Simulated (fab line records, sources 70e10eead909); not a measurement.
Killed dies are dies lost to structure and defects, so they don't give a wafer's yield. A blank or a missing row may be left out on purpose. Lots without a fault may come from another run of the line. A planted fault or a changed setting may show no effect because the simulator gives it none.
Matching of chambers    flow nandHarc    rieDiel-02 running NHARC_P_BONDPAD_ETCH_37: 4 sister chambers
The step etches the open film in N2/H2, target depth 60 nm, overetch 18 nm, time 65.91 s. 8 wafers are shown with their chamber, then 7 later ones without.

== WAFERS, EACH WITH ITS CHAMBER ==
wafer   chamber  drypumpMotorCurrentA (A)  rfVppV (V)
L084.6  0        6.3                       429.5
L086.1  2        5.3                       430.5
L086.2  3        5.8                       430.3
L091.1  2        5.2                       430.0
L091.2  1        5.2                       435.7
L091.4  3        5.8                       430.3
L094.2  0        6.3                       429.3
L094.3  1        5.2                       434.0

== WAFERS WHOSE CHAMBER IS MISSING ==
wafer   drypumpMotorCurrentA (A)  rfVppV (V)
L094.4  5.1                       434.0
L095.1  5.8                       429.8
L095.2  5.2                       430.6
L095.3  5.1                       435.5
L096.1  5.3                       430.2
L096.2  5.9                       428.5
L096.5  5.2                       428.5

== WHICH CHAMBER EACH WENT THROUGH ==
wafer   from the rows above  in truth
L094.4  1                    1
L095.1  3                    3
L095.2  2                    2
L095.3  1                    1
L096.1  2                    2
L096.2  3                    3
L096.5  2                    2
Correct placement for 7 of the 7. From these rows, 0 cannot be placed. 0 placed wrongly.
How it was worked out, from the rows above alone: a wafer's distance from a chamber is the root of the sum, over the readings, of the square of ((its reading less the chamber's mean) divided by the reading's scatter). The wafer belongs to the nearest chamber; if the next one is less than 2 further off, it can't be placed. For every chamber, the mean is computed from those of its wafers that are shown. The scatter is the square root of a quotient: the sum, over the shown wafers, of each reading's squared deviation from its chamber's mean, divided by wafers minus chambers.
